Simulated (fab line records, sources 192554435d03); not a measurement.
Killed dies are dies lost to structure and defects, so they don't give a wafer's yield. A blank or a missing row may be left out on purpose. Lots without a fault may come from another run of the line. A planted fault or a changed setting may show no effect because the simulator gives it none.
fab line records | flow n5_finfet
record lots=9 wafers=26 last_day=18
route steps=1938 shown BEOL_M4@1111 BEOL_M9@1440 BEOL_M10@1474 PASSIVATION@1936
lots that met no fault: from a run of the same line without faults
start_h: hours from the record's first day to the start of the lot's first wafer shown | wait_h: hours since the lot's step before | " the same as in the row above | L1.1+2: a row that stands for several wafers | - no value, or no start given | * or withheld: withheld | < > ~ a bound
route shown NAME@n: a module of which the file shows steps, and the number in the route of the first | usual: mean/standard deviation of fault-free wafers | same: alike in all rows | chamber/n: place in a boat | sites: the reading at each site | _std_site: their standard deviation | _edge_site: outer sites' mean less inner sites' | radius_mm: how far each site lies from the wafer's centre | mask NAME#n: copy n | behind: the tool/chamber that last shaped the wafer | hold: why the lot was held/for how many hours/how that ended | device: the transistor (n, p or np) that didn't switch | end of line: the same wafers' tests at the end of the route | a step without rows: its recipe alone | killed: dies lost to structure and defects at the first sort, not the wafer's yield | map: a wafer's dies, x killed, . not, _ none there
set.NAME: the setting as run; set.NAME@STEP: as run at that earlier step | model.NAME: the simulator's own value behind a step, which no gauge read
steps of the route over a sample of lots; a table a step, a row a wafer
services: from which hour (start_h, from the record's first day; less than 0 if before it) a tool's chamber was out of use, for how many hours, and why
## steps
# step N5_BEOL_M4_RC_MEAS_101
# usual DIBL_N=35.7/1.5 DIBL_P=35.7/2 IOFF_N=0.155/0.026 IOFF_P=0.20/0.031 ION_N=675/11 ION_P=462/7.1 SS_N=71.3/0.57 SS_P=73.1/0.56 VT_N=250/3 VT_P=-251/3
# columns lot.wafer tool chamber start_h wait_h DIBL_N[mV/V] DIBL_P[mV/V] IOFF_N[nA/um] IOFF_P[nA/um] ION_N[uA/um] ION_P[uA/um] SS_N[mV/dec] SS_P[mV/dec] VT_N[mV] VT_P[mV]
L338.1 prober-01 0 195.18 0.0 33.4 31.3 0.106 0.17 662 458 70.5 72.4 255 -253
L338.3 " 0 " " 34.5 33.0 0.128 0.19 681 469 71.2 73.6 252 -251
L338.6 " 0 " " 38.2 37.4 0.184 0.25 683 470 72.4 74.7 248 -248
L340.1 prober-01 0 198.41 0.0 32.8 32.8 0.124 0.17 669 460 71.5 72.4 251 -251
L340.3 " 0 " " 30.9 30.8 0.101 0.14 638 444 69.9 71.8 256 -255
L340.4 " 0 " " 34.8 34.6 0.152 0.19 676 460 71.7 72.7 247 -252
L339.2 prober-02 0 199.05 0.2 36.1 34.7 0.165 0.21 674 460 72.0 72.9 248 -251
L339.4 " 0 " " 37.1 34.5 0.181 0.20 694 468 72.9 73.0 248 -252
L339.5 " 0 " " 35.4 32.9 0.140 0.18 678 464 71.3 72.6 251 -252
L341.2 prober-01 0 216.71 0.2 36.2 37.5 0.178 0.24 685 470 71.6 72.9 246 -247
L341.4 " 0 " " 37.4 38.2 0.200 0.24 684 469 71.5 73.6 245 -246
L341.5 " 0 " " 35.3 36.8 0.169 0.22 686 475 70.8 72.9 247 -250
L348.2 prober-02 0 255.97 0.2 40.4 41.2 0.250 0.28 700 466 72.0 74.0 243 -248
L348.3 " 0 " " 35.7 35.2 0.151 0.19 672 460 70.9 72.9 250 -254
L348.5 " 0 " " 37.5 37.8 0.180 0.21 685 466 71.6 73.3 250 -252
L350.1 prober-02 0 260.39 0.0 37.2 36.8 0.162 0.21 670 459 71.5 73.0 253 -248
L350.5 " 0 " " 37.9 38.4 0.173 0.23 679 462 71.5 73.5 250 -249
L350.6 " 0 " " 36.4 36.6 0.152 0.21 672 456 72.0 72.5 251 -250
L349.1 prober-02 0 267.64 0.0 34.9 35.7 0.146 0.18 680 461 70.7 72.8 249 -250
L349.4 " 0 " " 35.6 35.3 0.153 0.18 667 459 70.9 73.2 250 -250
L349.5 " 0 " " 35.3 36.2 0.148 0.20 676 465 70.3 73.6 250 -252
L357.5 prober-01 0 312.16 0.6 36.4 38.0 0.163 0.20 666 459 71.1 73.1 246 -252
L357.6 " 0 " " 37.0 39.4 0.172 0.22 676 464 71.1 73.1 249 -251
L358.1 prober-02 0 320.07 0.0 36.7 38.3 0.173 0.21 680 466 72.6 73.2 247 -251
L358.2 " 0 " " 37.4 38.4 0.189 0.22 674 461 71.5 73.3 246 -251
L358.3 " 0 " " 35.5 37.9 0.159 0.21 683 462 72.3 72.8 249 -250
# step N5_BEOL_M9_ETCH_66
# recipe chemistry=N2/H2 target=SOC target_depth_a=800 overetch_a=160 mask_material=SiARC temp_c=40 time_s=120 ion_energy_ev=200 pressure_mtorr=30 source_w=840 bias_w=150 n2_flow_sccm=200 h2_flow_sccm=200
# usual drypump_motor_current_A=5.7/0.39 oes_product_au=0.61/0.052 rf_vpp_V=524.4/1.6 showerhead_plenum_p_Torr=2.56/0.063 throttle_valve_pct=17.82/0.24
# columns lot.wafer tool chamber start_h wait_h drypump_motor_current_A oes_product_au rf_hours_counter_h rf_vpp_V showerhead_plenum_p_Torr throttle_valve_pct
L340.1 rie_diel-04 2 246.58 0.0 6.4 0.65 67 525.0 2.59 18.04
L340.3 " 0 " " 5.9 0.58 156 524.8 2.53 17.62
L340.4 " 1 " " 5.4 0.68 30 522.5 2.48 17.69
L338.1 rie_diel-05 0 248.49 0.0 6.2 0.56 192 524.8 2.64 18.19
L338.3 " 1 " " 5.7 0.56 175 524.0 2.52 17.71
L338.6 " 0 " " 6.2 0.56 - 526.8 2.64 18.20
L339.2 rie_diel-04 1 248.80 0.0 5.4 0.69 30 522.9 2.48 17.70
L339.4 " 0 " " 5.9 0.58 157 522.7 2.53 17.63
L339.5 " 0 " " 5.9 0.58 - 523.9 2.53 17.63
L341.2 rie_diel-05 0 261.40 0.0 6.2 0.55 196 525.9 2.63 18.19
L341.4 " 2 " " 5.5 0.65 65 524.6 2.59 17.73
L341.5 " 0 " " 6.2 0.55 - 527.9 2.63 18.19
L348.2 rie_diel-05 3 301.90 0.0 5.6 0.65 55 521.1 2.46 17.42
L348.3 " 1 " " 5.6 0.55 193 524.0 2.51 17.73
L348.5 " 2 " " 5.5 0.65 - 524.1 2.58 17.73
L350.1 rie_diel-02 0 310.41 0.0 5.4 0.67 38 528.2 2.72 17.68
L350.5 " 2 " " 5.6 0.56 - 523.5 2.52 17.57
L350.6 " 1 " " 4.9 0.69 - 526.7 2.59 17.47
L349.1 rie_diel-02 3 313.47 0.0 5.2 0.53 208 524.8 2.64 18.21
L349.4 " 0 " " 5.4 0.67 40 528.2 2.72 17.67
L349.5 " 3 " " 5.2 0.53 - 527.1 2.64 18.24
L357.5 rie_diel-04 3 362.02 0.0 5.7 0.61 - 525.8 2.59 18.07
L357.6 " 2 " " 6.4 0.62 - 525.6 2.57 18.10
L358.1 rie_diel-04 0 365.37 0.0 5.9 0.55 192 524.0 2.51 17.69
L358.2 " 2 " " 6.4 0.62 104 524.8 2.57 18.11
L358.3 " 1 " " 5.4 0.64 65 522.0 2.47 17.74
# step N5_BEOL_M9_STRIP_36
# recipe chemistry=N2/H2 power_w=450 temp_c=40 pressure_mtorr=20 rf_frequency_hz=6e+07 overash_fraction=0.3 bias_power_w=7 h2_frac=0.5 n2_flow_sccm=200 h2_flow_sccm=200
# usual drypump_motor_current_A=5.7/0.39 oes_product_au=0.80/0.071 rf_vpp_V=59.3/1.4 showerhead_plenum_p_Torr=2.56/0.064 throttle_valve_pct=23.7/0.33
# columns lot.wafer tool chamber start_h wait_h drypump_motor_current_A oes_product_au rf_hours_counter_h rf_vpp_V showerhead_plenum_p_Torr throttle_valve_pct
L340.1 rie_diel-04 2 246.74 0.0 6.4 0.85 67 57.9 2.59 24.1
L340.3 " 0 " " 5.9 0.75 156 61.1 2.52 23.4
L340.4 " 1 " " 5.4 0.90 30 57.8 2.48 23.7
L338.1 rie_diel-05 0 248.65 0.0 6.2 0.72 192 59.7 2.63 24.0
L338.3 " 1 " " 5.6 0.74 175 57.3 2.51 23.5
L338.6 " 0 " " 6.2 0.72 - 57.9 2.63 24.0
L339.2 rie_diel-04 1 248.97 0.0 5.4 0.90 30 59.9 2.48 23.7
L339.4 " 0 " " 5.9 0.76 157 59.5 2.52 23.3
L339.5 " 0 " " 5.9 0.75 - 57.4 2.52 23.3
L341.2 rie_diel-05 0 261.56 0.0 6.2 0.70 196 59.2 2.63 24.0
L341.4 " 2 " " 5.5 0.86 65 59.3 2.58 23.5
L341.5 " 0 " " 6.2 0.71 - 58.7 2.63 24.0
L348.2 rie_diel-05 3 302.06 0.0 5.6 0.85 55 59.1 2.45 23.1
L348.3 " 1 " " 5.6 0.72 193 60.6 2.51 23.5
L348.5 " 2 " " 5.5 0.85 - 61.3 2.58 23.6
L350.1 rie_diel-02 0 310.57 0.0 5.4 0.87 38 58.7 2.72 23.6
L350.5 " 2 " " 5.6 0.74 - 59.3 2.51 23.2
L350.6 " 1 " " 4.9 0.89 - 56.2 2.58 23.3
L349.1 rie_diel-02 3 313.63 0.0 5.2 0.69 208 59.8 2.63 24.1
L349.4 " 0 " " 5.4 0.88 40 60.2 2.72 23.6
L349.5 " 3 " " 5.2 0.69 - 59.9 2.63 24.1
L357.5 rie_diel-04 3 362.16 0.0 5.7 0.81 - 59.1 2.59 24.0
L357.6 " 2 " " 6.4 0.80 - 61.9 2.57 24.1
L358.1 rie_diel-04 0 365.53 0.0 5.9 0.73 192 56.0 2.51 23.4
L358.2 " 2 " " 6.4 0.78 105 58.9 2.57 24.1
L358.3 " 1 " " 5.4 0.83 65 55.9 2.46 23.7
# step N5_BEOL_M9_DEP_56
# recipe material=SiCN target_thk_a=150 temp_c=withheld precursor=3MS/NH3 pressure_torr=3 rf_w=202 time_s=26.5
# usual chamber_pressure_Torr=3.000/0.0061 rf_fwd_power_W=199.4/1.1 showerhead_plenum_p_Torr=3.662/0.012 throttle_valve_pct=9.1/0.64
# columns lot.wafer tool chamber start_h wait_h chamber_pressure_Torr rf_fwd_power_W showerhead_plenum_p_Torr throttle_valve_pct
L340.1 pecvd-02 1 249.88 0.0 - - - -
L340.3 " 2 " " - - - -
L340.4 " 0 " " - - - -
L338.1 pecvd-04 0 250.93 0.0 - - - -
L338.3 " 2 " " - - - -
L338.6 " 0 " " - - - -
L339.2 pecvd-04 0 251.25 0.0 - - - -
L339.4 " 1 " " - - - -
L339.5 " 0 " " - - - -
L341.2 pecvd-01 1 264.75 0.0 2.998 199.5 3.643 10.5
L341.4 " 1 " " 3.002 198.7 3.645 10.7
L341.5 " 2 " " 2.996 197.7 3.684 9.0
L348.2 pecvd-02 1 305.06 0.0 3.007 198.9 3.656 8.2
L348.3 " 2 " " 2.990 199.6 3.663 8.7
L348.5 " 1 " " 3.005 198.2 3.657 8.4
L350.1 pecvd-02 1 312.84 0.0 2.996 198.1 3.662 8.8
L350.5 " 1 " " 2.996 198.9 3.661 8.4
L350.6 " 2 " " 2.993 201.8 3.664 8.5
L349.1 pecvd-04 0 317.12 0.0 3.001 198.7 3.655 9.8
L349.4 " 2 " " 3.003 200.9 3.647 8.4
L349.5 " 1 " " 2.996 199.2 3.664 8.9
L357.5 pecvd-02 2 365.99 0.0 3.005 200.4 3.663 8.9
L357.6 " 1 " " 3.004 198.7 3.658 8.4
L358.1 pecvd-02 2 368.73 0.0 2.994 200.2 3.667 9.1
L358.2 " 1 " " 3.000 198.8 3.658 8.5
L358.3 " 0 " " 3.007 200.9 3.663 9.4
# step N5_BEOL_M10_HM_DEP_02
# recipe material=TiN target_thk_a=200 temp_c=25 chamber_pressure_pa=0.49996
# usual chamber_pressure_pa=0.4999/0.0011 substrate_temp_c=24.99/0.12 throttle_valve_pct=30.4/1.3
# columns lot.wafer tool chamber start_h wait_h chamber_pressure_pa substrate_temp_c throttle_valve_pct
L341.2 pvd_sputter-03 - 267.16 1.6 0.4998 25.12 32.1
L341.4 " - " " 0.5002 24.86 31.5
L341.5 " - " " 0.4986 24.96 29.0
L348.2 pvd_sputter-03 - 307.71 1.9 0.4993 25.07 31.4
L348.3 " - " " 0.4997 24.96 28.9
L348.5 " - " " 0.4999 25.00 32.1
L350.1 pvd_sputter-01 - 314.95 0.8 0.5007 24.93 31.8
L350.5 " - " " 0.4975 24.89 31.1
L350.6 " - " " 0.4987 24.79 32.0
L349.1 pvd_sputter-02 - 318.44 0.5 0.5008 25.01 30.8
L349.4 " - " " 0.4997 24.95 30.9
L349.5 " - " " 0.4998 24.98 30.3
L357.5 pvd_sputter-03 - 367.20 0.4 0.4982 24.91 31.7
L357.6 " - " " 0.4995 25.08 28.9
L358.1 pvd_sputter-02 - 370.41 0.9 0.4994 25.19 30.9
L358.2 " - " " 0.5006 25.02 31.1
L358.3 " - " " 0.4996 25.01 29.4
# step N5_PASSIVATION_PROBE_49
# usual defect_limited_yield=91.4/1.5 killed_at_M0_to_M3=34/10 killed_at_M4_up=15/6 killed_at_contacts=12/6 killed_at_front_end=37/11 killed_at_other=3.3/2.8 killed_dies=101/18 killed_on_rim=14/4.4 killed_open=66/14 killed_short=33/7.8 sort_bin_5_function=5.0/0.97 sort_bin_6_memory=3.2/0.72 sort_n_pass=1079/18 sort_yield_pct=91.4/1.5
# same gross_dies=1180 killed_at_back_side=0 sort_bin_4_leakage[%]=0 sort_bin_8_speed[%]=0
# columns lot.wafer tool chamber start_h wait_h defect_limited_yield[%] killed_at_M0_to_M3 killed_at_M4_up killed_at_contacts killed_at_front_end killed_at_other killed_dies killed_on_rim killed_open killed_short sort_bin_5_function[%] sort_bin_6_memory[%] sort_n_pass sort_yield_pct[%]
L340.1 prober-02 - 304.26 0.0 0 27 1089 5 46 13 1180 152 62 35 96.9 2.5 0 0
L340.3 prober-02 - 304.36 0.1 0 27 1101 12 30 10 1180 152 58 32 96.6 3.1 0 0
L340.4 prober-02 - 304.41 0.2 0 69 1066 13 25 7 1180 152 90 34 95.8 3.8 0 0
L339.2 prober-02 - 306.60 0.1 0 50 1085 15 26 4 1180 152 71 36 96.9 2.8 0 0
L339.4 prober-02 - 306.70 0.2 0 37 1085 15 43 0 1180 152 59 44 96.1 3.7 0 0
L339.5 prober-02 - 306.75 0.2 0 44 1076 5 50 5 1180 152 77 39 95.8 3.8 0 0
L338.1 prober-02 - 309.54 0.0 0 45 1090 7 36 2 1180 152 76 26 96.9 3.1 0 0
L338.3 prober-02 - 309.64 0.1 0 24 1109 11 31 5 1180 152 54 26 97.0 3.0 0 0
L338.6 prober-02 - 309.79 0.3 0 50 1093 0 33 4 1180 152 67 37 95.8 3.7 0 0
L341.2 prober-02 - 321.89 0.1 91.9 39 11 21 25 0 96 6 58 36 4.7 2.9 1084 91.9
L341.4 prober-02 - 321.99 0.2 89.5 54 11 15 40 4 124 14 80 43 6.8 3.3 1056 89.5
L341.5 prober-02 - 322.04 0.2 91.0 48 18 18 20 2 106 10 74 31 5.3 3.2 1074 91.0
L348.2 prober-01 - 363.90 0.1 94.2 18 15 13 23 0 69 9 48 21 3.3 2.4 1111 94.2
L348.3 prober-01 - 363.95 0.1 87.8 43 22 27 52 0 144 15 110 34 7.3 4.7 1036 87.8
L348.5 prober-01 - 364.05 0.2 92.5 20 10 10 48 1 89 12 57 30 4.8 2.5 1091 92.5
L349.1 prober-02 - 386.45 0.0 87.9 55 34 6 43 5 143 16 82 54 6.6 4.6 1037 87.9
L349.4 prober-02 - 386.60 0.2 91.1 47 20 4 31 3 105 15 66 37 5.1 3.5 1075 91.1
L349.5 prober-02 - 386.65 0.2 91.0 45 21 6 34 0 106 16 73 33 4.7 3.7 1074 91.0
L357.5 prober-02 - 425.70 0.2 91.5 36 12 7 34 11 100 16 62 36 4.6 3.4 1080 91.5
L357.6 prober-02 - 425.75 0.3 92.7 17 10 9 47 3 86 10 51 26 4.0 2.8 1094 92.7
L358.1 prober-01 - 429.95 0.0 88.8 41 18 18 49 6 132 22 97 30 6.5 4.5 1048 88.8
L358.2 prober-01 - 430.00 0.1 88.2 23 33 20 59 4 139 16 107 31 7.7 4.0 1041 88.2
L358.3 prober-01 - 430.05 0.1 91.9 24 28 6 32 5 95 17 69 24 5.2 2.6 1085 91.9
# killed by level:class
L340.1 BEOL_M9:area_dep=1083 FIN_SAQP:geometric_particle:open=10 STI_FIN_REVEAL:geometric_particle:open=10 BEOL_M2:geometric_particle:open=9 BEOL_M3:geometric_particle:open=7 GATE_CUT:geometric_particle:open=5 MIM_TOP_ETCH:geometric_particle:short=5 GATE_CUT:geometric_particle:short=4
L340.3 BEOL_M9:area_dep=1088 MOL_CONTACT_COAG:geometric_particle:open=11 FIN_SAQP:geometric_particle:short=8 BEOL_M2:geometric_particle:open=7 GATE_CUT:geometric_particle:short=6 BEOL_M4:geometric_particle:open=6 BEOL_M1:geometric_particle:open=5 FIN_SAQP:geometric_particle:open=4
L340.4 BEOL_M9:area_dep=1056 BEOL_M2:geometric_particle:open=32 MOL_CONTACT_COAG:geometric_particle:open=12 BEOL_M1:geometric_particle:open=9 BEOL_M2:geometric_particle:short=9 FIN_SAQP:geometric_particle:open=6 BEOL_M0_SAQP:geometric_particle:open=6 STI_FIN_REVEAL:geometric_particle:open=5
L339.2 BEOL_M9:area_dep=1073 BEOL_M3:geometric_particle:open=10 STI_FIN_REVEAL:geometric_particle:open=9 MOL_CONTACT_COAG:geometric_particle:open=9 BEOL_M2:geometric_particle:open=9 BEOL_M0_SAQP:geometric_particle:open=7 BEOL_M3:geometric_particle:short=7 MOL_CONTACT_COAG:geometric_particle:short=6
L339.4 BEOL_M9:area_dep=1076 FIN_SAQP:geometric_particle:short=14 MOL_CONTACT_COAG:geometric_particle:open=13 BEOL_M2:geometric_particle:open=11 BEOL_M0_SAQP:geometric_particle:short=10 STI_FIN_REVEAL:geometric_particle:open=7 FIN_SAQP:geometric_particle:open=6 BEOL_M0_SAQP:geometric_particle:open=6
L339.5 BEOL_M9:area_dep=1063 FIN_SAQP:geometric_particle:open=20 FIN_SAQP:geometric_particle:short=9 BEOL_M1:geometric_particle:open=9 BEOL_M2:geometric_particle:open=8 BEOL_M0_SAQP:geometric_particle:short=6 BEOL_M3:geometric_particle:open=6 DUMMY_GATE:geometric_particle:open=4
L338.1 BEOL_M9:area_dep=1075 STI_FIN_REVEAL:geometric_particle:open=15 BEOL_M2:geometric_particle:open=12 BEOL_M1:geometric_particle:open=11 BEOL_M4:geometric_particle:open=9 BEOL_M0_SAQP:geometric_particle:short=8 BEOL_M0_SAQP:geometric_particle:open=7 GATE_CUT:geometric_particle:short=5
L338.3 BEOL_M9:area_dep=1099 MOL_CONTACT_COAG:geometric_particle:open=9 STI_FIN_REVEAL:geometric_particle:open=7 BEOL_M2:geometric_particle:open=7 BEOL_M3:geometric_particle:open=6 FIN_SAQP:geometric_particle:short=5 DUMMY_GATE:geometric_particle:open=4 STARTING-WAFER:geometric_particle:short=4
L338.6 BEOL_M9:area_dep=1074 BEOL_M3:geometric_particle:open=16 BEOL_M4:geometric_particle:open=10 BEOL_M1:geometric_particle:open=10 STI_FIN_REVEAL:geometric_particle:open=9 GATE_CUT:geometric_particle:short=6 BEOL_M2:geometric_particle:open=6 STARTING-WAFER:geometric_particle:short=5
L341.2 MOL_CONTACT_COAG:geometric_particle:open=16 BEOL_M0_SAQP:geometric_particle:open=14 BEOL_M0_SAQP:geometric_particle:short=11 BEOL_M1:geometric_particle:open=7 MOL_CONTACT_COAG:geometric_particle:short=5 STARTING-WAFER:geometric_particle:short=5 FIN_SAQP:geometric_particle:open=4 BEOL_M3:geometric_particle:open=4
L341.4 BEOL_M0_SAQP:geometric_particle:open=16 MOL_CONTACT_COAG:geometric_particle:open=13 FIN_SAQP:geometric_particle:open=10 BEOL_M0_SAQP:geometric_particle:short=10 BEOL_M1:geometric_particle:open=9 DUMMY_GATE:geometric_particle:open=6 BEOL_M0:geometric_particle:short=6 BEOL_M3:geometric_particle:open=6
L341.5 MOL_CONTACT_COAG:geometric_particle:open=11 BEOL_M0_SAQP:geometric_particle:short=11 BEOL_M2:geometric_particle:open=10 DUMMY_GATE:geometric_particle:open=9 BEOL_M0_SAQP:geometric_particle:open=8 MOL_CONTACT_COAG:geometric_particle:short=7 BEOL_M1:geometric_particle:open=7 BEOL_M4:geometric_particle:open=7
L348.2 MOL_CONTACT_COAG:geometric_particle:open=10 BEOL_M4:geometric_particle:open=7 STI_FIN_REVEAL:geometric_particle:open=5 STARTING-WAFER:geometric_particle:short=5 DUMMY_GATE:geometric_particle:open=4 BEOL_M2:geometric_particle:open=4 STARTING-WAFER:geometric_particle:open=4 MOL_CONTACT_COAG:geometric_particle:short=3
L348.3 MOL_CONTACT_COAG:geometric_particle:open=25 STI_FIN_REVEAL:geometric_particle:open=16 FIN_SAQP:geometric_particle:open=13 BEOL_M2:geometric_particle:open=10 FIN_SAQP:geometric_particle:short=9 BEOL_M3:geometric_particle:open=9 BEOL_M0_SAQP:geometric_particle:short=8 BEOL_M4:geometric_particle:open=7
L348.5 STI_FIN_REVEAL:geometric_particle:open=16 MOL_CONTACT_COAG:geometric_particle:open=8 STARTING-WAFER:geometric_particle:short=7 FIN_SAQP:geometric_particle:open=6 BEOL_M3:geometric_particle:open=6 BEOL_M2:geometric_particle:open=5 FIN_SAQP:geometric_particle:short=4 GATE_CUT:geometric_particle:open=4
L349.1 BEOL_M0_SAQP:geometric_particle:short=16 BEOL_M2:geometric_particle:open=14 BEOL_M4:geometric_particle:open=14 BEOL_M0_SAQP:geometric_particle:open=12 FIN_SAQP:geometric_particle:short=9 FIN_SAQP:geometric_particle:open=6 ILD0:geometric_particle:open=5 BEOL_M4:geometric_particle:short=5
L349.4 BEOL_M2:geometric_particle:open=19 BEOL_M0_SAQP:geometric_particle:short=12 BEOL_M0_SAQP:geometric_particle:open=7 BEOL_M5:geometric_particle:open=7 FIN_SAQP:geometric_particle:short=6 DUMMY_GATE:geometric_particle:open=5 GATE_CUT:geometric_particle:open=4 BEOL_M2:geometric_particle:short=4
L349.5 BEOL_M0_SAQP:geometric_particle:open=12 BEOL_M0_SAQP:geometric_particle:short=11 BEOL_M2:geometric_particle:open=11 DUMMY_GATE:geometric_particle:open=9 FIN_SAQP:geometric_particle:short=7 FIN_SAQP:geometric_particle:open=7 BEOL_M4:geometric_particle:open=7 MOL_CONTACT_COAG:geometric_particle:open=5
L357.5 FIN_SAQP:geometric_particle:open=8 BEOL_M1:geometric_particle:open=8 FIN_SAQP:geometric_particle:short=7 BEOL_M4:geometric_particle:open=7 BEOL_M0_SAQP:geometric_particle:short=6 BEOL_M3:geometric_particle:open=6 MOL_CONTACT_COAG:geometric_particle:open=5 BEOL_M0_SAQP:geometric_particle:open=5
L357.6 FIN_SAQP:geometric_particle:open=10 FIN_SAQP:geometric_particle:short=7 STI_FIN_REVEAL:geometric_particle:open=7 MOL_CONTACT_COAG:geometric_particle:open=7 BEOL_M0_SAQP:geometric_particle:short=6 BEOL_M0_SAQP:geometric_particle:open=6 DUMMY_GATE:geometric_particle:open=5 HKMG_FIN:area_etch=5
L358.1 BEOL_M2:geometric_particle:open=15 MOL_CONTACT_COAG:geometric_particle:open=15 FIN_SAQP:geometric_particle:open=14 FIN_SAQP:geometric_particle:short=10 STI_FIN_REVEAL:geometric_particle:open=9 BEOL_M1:geometric_particle:open=8 STARTING-WAFER:geometric_particle:open=7 BEOL_M4:geometric_particle:open=5
L358.2 BEOL_M4:geometric_particle:open=19 MOL_CONTACT_COAG:geometric_particle:open=19 GATE_CUT:geometric_particle:open=12 FIN_SAQP:geometric_particle:open=10 FIN_SAQP:geometric_particle:short=8 STI_FIN_REVEAL:geometric_particle:open=8 GATE_CUT:geometric_particle:short=6 BEOL_M2:geometric_particle:open=6
L358.3 BEOL_M4:geometric_particle:open=18 BEOL_M2:geometric_particle:open=8 FIN_SAQP:geometric_particle:open=7 BEOL_M3:geometric_particle:open=7 BEOL_M4:geometric_particle:short=5 FIN_SAQP:geometric_particle:short=4 MOL_CONTACT_COAG:geometric_particle:open=4 STI_FIN_REVEAL:geometric_particle:open=3
## services
# columns tool chamber start_h hours kind
pecvd-02 2 223.44 4.2 repair
pecvd-04 2 242.61 6.9 repair
pecvd-01 - 255.82 1.6 repair
rie_diel-02 3 264.08 11.4 repair
rie_diel-02 - 271.71 2.8 pm
pecvd-02 2 278.43 2.1 scheduled_down
pecvd-04 2 289.93 9.3 repair
pecvd-02 - 292.26 5.5 pm
rie_diel-02 - 300.28 4.0 repair
rie_diel-02 0 322.58 9.6 repair
rie_diel-04 1 330.34 2.0 repair
pvd_sputter-03 - 332.92 11.1 repair
pecvd-01 2 336.51 5.5 scheduled_down
pecvd-04 0 337.05 16.5 scheduled_down
rie_diel-02 - 337.47 0.7 repair
pvd_sputter-02 - 346.78 6.9 repair
rie_diel-05 3 351.34 12.4 repair
pecvd-01 2 352.90 6.9 repair
pecvd-04 1 354.65 5.5 scheduled_down
pecvd-04 0 364.12 5.5 scheduled_down
## key
first_sign step=N5_BEOL_M9_DEP_56 reading=tool_record direction=missing
effect step=N5_PASSIVATION_PROBE_49 reading=killed_at_M4_up direction=up sigmas=99+ usual=15 struck=1088
more_kills_born_at N5_BEOL_M9_DEP_56@pecvd-04=6460 N5_BEOL_M9_DEP_56@pecvd-02=3227
met_at N5_BEOL_M9_DEP_56
struck_lots L338,L339,L340
later_rows_left_out L338.1,L338.3,L338.6,L339.2,L339.4,L339.5,L340.1,L340.3,L340.4
not_acting_at N5_BEOL_M9_ETCH_66,N5_BEOL_M9_STRIP_36,N5_BEOL_M10_HM_DEP_02
fault kind=skipped_step_whole tool=pecvd-02,pecvd-04 chamber=- onset_h=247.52 steps=N5_BEOL_M9_DEP_56 scope=struck_lots_only
# later_rows_left_out: the simulator's readings of these wafers behind a module that went badly wrong aren't trusted and aren't shown, but for the sort
